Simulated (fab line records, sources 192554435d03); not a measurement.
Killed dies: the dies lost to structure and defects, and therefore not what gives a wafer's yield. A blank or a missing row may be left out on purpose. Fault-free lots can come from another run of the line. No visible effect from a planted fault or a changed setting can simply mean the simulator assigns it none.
Which tool did it?    flow n5 finfet    24 lots, 72 wafers sampled, at 6 steps of a route of 1938

## WHAT EACH GAUGE READ, for each wafer
N5_BEOL_M8_OCD_MEAS_38. Usual: trench depth nm reads 93.3 nm (standard deviation 1.6).
lot   measured      on      trench depth nm (nm)  flag
L075  day 10 07:32  ocd-01  92.4 93.0 93.4        
L074  day 10 07:10  ocd-02  93.6 93.9 93.7        
L076  day 10 13:52  ocd-01  93.6 92.0 93.0        
L079  day 10 20:17  ocd-02  94.2 92.5 93.2        
L077  day 11 14:27  ocd-02  93.3 91.1 91.9        
L078  day 11 14:41  ocd-02  91.8 90.3 92.3        
L081  day 11 21:25  ocd-01  90.9 92.2 92.0        
L080  day 12 05:55  ocd-01  91.8 93.9 93.1        
L082  day 12 08:25  ocd-01  95.4 92.9 94.1        
L083  day 12 08:32  ocd-02  94.7 93.3 93.7        
L084  day 12 11:34  ocd-02  93.9 93.4 93.7        
L085  day 12 17:45  ocd-02  94.2 93.6 94.0        
L086  day 13 11:53  ocd-02  94.2 93.3 93.2        
L087  day 13 18:43  ocd-01  91.4 92.3 92.4        
L089  day 14 00:33  ocd-02  90.9 93.8 93.0        
L090  day 14 00:50  ocd-02  91.4 92.6 91.7        
L088  day 14 00:51  ocd-01  94.3 97.0 96.3        
L092  day 14 08:46  ocd-01  93.1 94.6 93.8        
L091  day 14 09:28  ocd-02  94.7 95.0 92.0        
L093  day 14 22:07  ocd-02  92.6 94.3 93.6        
L094  day 15 03:18  ocd-01  95.7 97.1 94.8        
L095  day 15 09:16  ocd-02  95.4 91.8 93.5        
L096  day 16 05:41  ocd-02  92.5 94.4 92.4        
L097  day 17 11:13  ocd-01  92.2 92.7 91.3        

N5_BEOL_M9_THK_MEAS_01. Usual: M9_ILD_THK gives 269 nm (standard deviation 3.3).
lot   measured      on             M9_ILD_THK (nm)  flag
L075  day 10 11:31  film metro-02  265 270 268      
L074  day 10 11:16  film metro-02  271 271 273      
L076  day 10 18:08  film metro-01  270 267 265      
L079  day 11 00:19  film metro-01  263 265 266      
L077  day 11 18:45  film metro-02  264 266 267      
L078  day 11 19:57  film metro-01  261 265 267      
L081  day 12 00:33  film metro-01  268 274 269      
L080  day 12 09:12  film metro-01  264 271 271      
L082  day 12 11:29  film metro-01  269 267 270      
L083  day 12 13:01  film metro-02  268 272 272      
L084  day 12 15:14  film metro-02  265 267 267      
L085  day 12 22:31  film metro-01  268 267 272      
L086  day 13 15:09  film metro-01  266 275 275      
L087  day 14 00:22  film metro-01  270 271 271      
L089  day 14 03:27  film metro-01  267 267 276      
L090  day 14 04:38  film metro-02  268 267 272      
L088  day 14 04:16  film metro-01  264 267 271      
L092  day 14 11:33  film metro-02  265 268 271      
L091  day 14 13:10  film metro-02  269 272 274      
L093  day 15 00:58  film metro-01  268 269 272      
L094  day 15 10:17  film metro-02  269 269 274      
L095  day 15 12:23  film metro-01  265 264 267      
L096  day 16 09:11  film metro-02  262 264 270      
L097  day 17 14:43  film metro-01  262 263 263      

N5_BEOL_M9_INSPECT_13: inspects for defects (brightfield). Usual: raw defect count reads 396 (standard deviation 96).
lot   measured      on                 raw defect count  flag
L075  day 10 12:30  defect inspect-01  333 309 334       
L074  day 10 12:20  defect inspect-02  330 511 318       
L076  day 10 20:33  defect inspect-02  414 521 381       
L079  day 11 01:10  defect inspect-01  387 321 320       
L077  day 11 19:16  defect inspect-02  415 506 333       
L078  day 11 21:47  defect inspect-02  421 497 501       
L081  day 12 03:05  defect inspect-02  418 447 511       
L080  day 12 10:05  defect inspect-02  350 456 332       
L082  day 12 12:52  defect inspect-02  411 374 304       
L083  day 12 13:48  defect inspect-02  395 315 348       
L084  day 12 18:14  defect inspect-02  343 333 368       
L085  day 12 23:34  defect inspect-01  467 404 358       
L086  day 13 16:11  defect inspect-01  304 364 461       
L087  day 14 01:38  defect inspect-02  293 414 567       
L089  day 14 04:34  defect inspect-01  313 485 512       
L090  day 14 05:48  defect inspect-01  549 550 533       
L088  day 14 05:11  defect inspect-02  359 286 281       
L092  day 14 12:11  defect inspect-02  271 375 244       
L091  day 14 14:20  defect inspect-02  307 326 356       
L093  day 15 02:38  defect inspect-02  261 364 420       
L094  day 15 11:16  defect inspect-01  413 716 621       
L095  day 15 13:12  defect inspect-02  241 293 236       
L096  day 16 10:16  defect inspect-01  420 485 540       
L097  day 17 18:10  defect inspect-02  278 295 592       

## TOOL THAT RAN EACH LOT (tool first, then ch and the chambers of the sampled wafers, then the start)
lot   N5_BEOL_M8_STRIP_19                 N5_BEOL_M8_STRIP_36                 N5_BEOL_M9_CURE_71
L075  rie diel-02 ch 1,2, day 10 04:12    rie diel-04 ch 0,2,3, day 10 07:20  uv cure-01 ch 0, day 10 11:05
L074  rie diel-04 ch 0,2,3, day 10 04:52  rie diel-02 ch 0,1, day 10 06:58    uv cure-02 ch 0, day 10 10:59
L076  rie diel-02 ch 0,2, day 10 11:43    rie diel-04 ch 0,2,3, day 10 13:40  uv cure-03 ch 2, day 10 17:37
L079  rie diel-01 ch 0,1,3, day 10 19:10  rie diel-04 ch 0,2, day 10 20:05    uv cure-02 ch 1, day 10 23:49
L077  rie diel-04 ch 0,2,3, day 11 08:29  rie diel-01 ch 0,2, day 11 14:15    uv cure-02 ch 2, day 11 18:14
L078  rie diel-04 ch 0,2, day 11 08:41    rie diel-04 ch 0,1,2, day 11 14:29  uv cure-03 ch 1, day 11 19:31
L081  rie diel-01 ch 0,3, day 11 19:38    rie diel-04 ch 1,2,3, day 11 21:13  uv cure-02 ch 2, day 12 00:11
L080  rie diel-02 ch 1,3, day 12 04:44    rie diel-04 ch 0,2,3, day 12 05:43  uv cure-01 ch 0, day 12 08:41
L082  rie diel-01 ch 0,1, day 12 06:35    rie diel-02 ch 0,1, day 12 08:13    uv cure-01 ch 2, day 12 11:02
L083  rie diel-02 ch 1,3, day 12 06:58    rie diel-01 ch 1,2,3, day 12 08:20  uv cure-02 ch 1, day 12 12:30
L084  rie diel-02 ch 1,3, day 12 10:04    rie diel-02 ch 0,1, day 12 11:22    uv cure-01 ch 2, day 12 14:43
L085  rie diel-02 ch 0,1,3, day 12 13:13  rie diel-01 ch 2,3, day 12 17:33    uv cure-01 ch 0, day 12 22:01
L086  rie diel-04 ch 1,2,3, day 13 10:05  rie diel-02 ch 0,1, day 13 11:41    uv cure-03 ch 0, day 13 14:48
L087  rie diel-04 ch 1,2, day 13 16:51    rie diel-04 ch 0,3, day 13 18:31    uv cure-02 ch 0, day 14 00:01
L089  rie diel-04 ch 0,1,3, day 13 17:58  rie diel-01 ch 0,2,3, day 14 00:21  uv cure-01 ch 0, day 14 02:56
L090  rie diel-04 ch 0,1,2, day 13 18:56  rie diel-04 ch 2,3, day 14 00:32    uv cure-02 ch 2, day 14 04:12
L088  rie diel-01 ch 0,1, day 13 20:52    rie diel-02 ch 2,3, day 14 00:39    uv cure-01 ch 2, day 14 03:45
L092  rie diel-01 ch 1,2,3, day 14 05:01  rie diel-01 ch 1,2,3, day 14 08:34  uv cure-01 ch 1, day 14 11:07
L091  rie diel-01 ch 0,1,3, day 14 05:30  rie diel-01 ch 0,1,2, day 14 09:16  uv cure-02 ch 2, day 14 12:49
L093  rie diel-01 ch 0,1,3, day 14 20:57  rie diel-02 ch 1,3, day 14 21:55    uv cure-03 ch 2, day 15 00:26
L094  rie diel-02 ch 0,3, day 15 00:07    rie diel-02 ch 2,3, day 15 03:07    uv cure-03 ch 1, day 15 09:46
L095  rie diel-01 ch 0,2, day 15 03:30    rie diel-02 ch 1,2,3, day 15 09:04  uv cure-03 ch 0, day 15 11:57
L096  rie diel-02 ch 0,1,2, day 16 03:40  rie diel-01 ch 0,3, day 16 05:30    uv cure-02 ch 0, day 16 08:40
L097  rie diel-01 ch 1,2,3, day 17 09:08  rie diel-04 ch 0,1,3, day 17 11:01  uv cure-01 ch 2, day 17 14:12
- N5_BEOL_M8_STRIP_19: strips in O2.
- N5_BEOL_M8_STRIP_36: strips in N2/H2.
- N5_BEOL_M9_CURE_71: cures SiCOH lowk, time 240 s.

## WHAT THE TOOLS THEMSELVES READ (means of the sampled wafers that have a number; where no wafer has one, the mark that the record gives instead)
N5_BEOL_M8_STRIP_19. Usual: drypump motor current A 5.6 A, standard deviation 0.46; oes product au 0.79 a.u., standard deviation 0.085; rf vpp V 3.6 V, standard deviation 0.64; showerhead plenum p Torr 2.10 Torr, standard deviation 0.078; throttle valve pct 16.57 %, standard deviation 0.19.
lot   tool         drypump motor current A (A)  oes product au (a.u.)  rf vpp V (V)  showerhead plenum p Torr (Torr)  throttle valve pct (%)  flag
L075  rie diel-02  5.7                          0.74                   4.0           2.00                             16.68                   
L074  rie diel-04  5.8                          0.82                   3.8           2.11                             16.44                   
L076  rie diel-02  5.7                          0.69                   3.7           2.00                             16.84                   
L079  rie diel-01  5.0                          0.84                   3.5           2.13                             16.61                   
L077  rie diel-04  5.7                          0.80                   3.7           2.10                             16.47                   
L078  rie diel-04  5.7                          0.85                   4.0           2.15                             16.43                   
L081  rie diel-01  4.9                          0.79                   3.9           2.17                             16.59                   
L080  rie diel-02  5.7                          0.87                   3.8           2.10                             16.29                   
L082  rie diel-01  5.2                          0.85                   3.7           2.07                             16.65                   
L083  rie diel-02  5.7                          0.80                   3.5           2.05                             16.43                   
L084  rie diel-02  5.6                          0.87                   3.3           2.10                             16.29                   
L085  rie diel-02  5.5                          0.79                   4.1           2.07                             16.43                   
L086  rie diel-04  6.0                          0.72                   3.9           2.07                             16.64                   
L087  rie diel-04  6.2                          0.71                   3.3           2.09                             16.74                   
L089  rie diel-04  6.0                          0.75                   3.9           2.13                             16.62                   
L090  rie diel-04  6.0                          0.77                   3.3           2.11                             16.61                   
L088  rie diel-01  5.0                          0.76                   3.6           2.07                             16.79                   
L092  rie diel-01  5.5                          0.85                   4.1           2.16                             16.55                   
L091  rie diel-01  5.0                          0.80                   4.1           2.12                             16.65                   
L093  rie diel-01  5.0                          0.80                   3.3           2.11                             16.67                   
L094  rie diel-02  5.4                          0.75                   3.4           2.09                             16.47                   
L095  rie diel-01  5.9                          0.78                   2.8           2.17                             16.73                   
L096  rie diel-02  5.6                          0.86                   4.0           2.09                             16.48                   
L097  rie diel-01  5.5                          0.80                   3.4           2.15                             16.61                   

N5_BEOL_M8_STRIP_36. Usual: drypump motor current A 5.6 A, standard deviation 0.4; oes product au 0.79 a.u., standard deviation 0.084; rf vpp V 59.1 V, standard deviation 1.5; showerhead plenum p Torr 2.56 Torr, standard deviation 0.1; throttle valve pct 23.61 %, standard deviation 0.23.
lot   tool         drypump motor current A (A)  oes product au (a.u.)  rf vpp V (V)  showerhead plenum p Torr (Torr)  throttle valve pct (%)  flag
L075  rie diel-04  5.7                          0.81                   58.8          2.57                             23.55                   
L074  rie diel-02  5.6                          0.75                   59.7          2.46                             23.58                   
L076  rie diel-04  5.8                          0.81                   59.3          2.56                             23.55                   
L079  rie diel-04  5.7                          0.86                   59.4          2.62                             23.51                   
L077  rie diel-01  5.4                          0.76                   58.4          2.56                             23.76                   
L078  rie diel-04  5.9                          0.80                   57.9          2.59                             23.49                   
L081  rie diel-04  6.0                          0.74                   60.0          2.53                             23.56                   
L080  rie diel-04  5.7                          0.79                   59.3          2.56                             23.58                   
L082  rie diel-02  5.6                          0.73                   59.5          2.45                             23.63                   
L083  rie diel-01  5.5                          0.86                   58.5          2.62                             23.61                   
L084  rie diel-02  5.4                          0.71                   57.8          2.48                             23.59                   
L085  rie diel-01  5.4                          0.83                   59.3          2.68                             23.67                   
L086  rie diel-02  5.4                          0.71                   59.2          2.47                             23.60                   
L087  rie diel-04  5.8                          0.74                   58.8          2.58                             23.85                   
L089  rie diel-01  5.4                          0.78                   59.4          2.62                             23.71                   
L090  rie diel-04  5.8                          0.74                   58.2          2.47                             23.39                   
L088  rie diel-02  5.8                          0.91                   61.1          2.64                             23.53                   
L092  rie diel-01  5.5                          0.84                   59.6          2.62                             23.64                   
L091  rie diel-01  5.5                          0.80                   59.3          2.55                             23.68                   
L093  rie diel-02  5.7                          0.78                   58.9          2.48                             23.60                   
L094  rie diel-02  5.7                          0.89                   60.4          2.63                             23.53                   
L095  rie diel-02  5.7                          0.84                   59.4          2.57                             23.63                   
L096  rie diel-01  4.9                          0.72                   59.3          2.54                             23.72                   
L097  rie diel-04  6.0                          0.80                   60.6          2.59                             23.69                   

N5_BEOL_M9_CURE_71. Usual: lamp power pct 52.31 %, standard deviation 0.058; wafer_temp_C_max 386.6, standard deviation 0.72.
lot   tool        lamp power pct (%)  wafer_temp_C_max  flag
L075  uv cure-01  52.32               386.2             
L074  uv cure-02  52.32               388.0             
L076  uv cure-03  52.29               386.0             
L079  uv cure-02  52.29               386.0             
L077  uv cure-02  52.35               385.9             
L078  uv cure-03  52.30               387.1             
L081  uv cure-02  52.33               386.1             
L080  uv cure-01  52.30               386.0             
L082  uv cure-01  52.30               386.8             
L083  uv cure-02  52.32               386.0             
L084  uv cure-01  52.31               387.3             
L085  uv cure-01  52.26               386.2             
L086  uv cure-03  52.37               386.5             
L087  uv cure-02  52.34               387.5             
L089  uv cure-01  52.24               386.0             
L090  uv cure-02  52.26               385.8             
L088  uv cure-01  52.34               387.0             
L092  uv cure-01  52.31               387.0             
L091  uv cure-02  52.36               385.8             
L093  uv cure-03  52.30               386.5             
L094  uv cure-03  52.30               387.4             
L095  uv cure-03  52.25               387.1             
L096  uv cure-02  52.29               387.3             
L097  uv cure-01  52.30               387.5             

## THE ANSWER, worked out from the rows above alone
Rule: a lot is off if the mean of its wafers that have a number lies more than 3 standard deviations from the usual mean. Also off: a lot with no number at a reading for which 4 or more lots have one. All remaining lots with rows at the step are treated as sound. Order of review: gauges by route order, followed by the tools' own readings, for which a lot's mean as printed above is used. At the first step where some lot is off, the reading lying furthest off is the one used; lots without a number count as furthest.
Across all readings shown, no lot is off: no conclusion can be drawn from this.

## WHAT WAS PUT IN BY THE SIMULATOR
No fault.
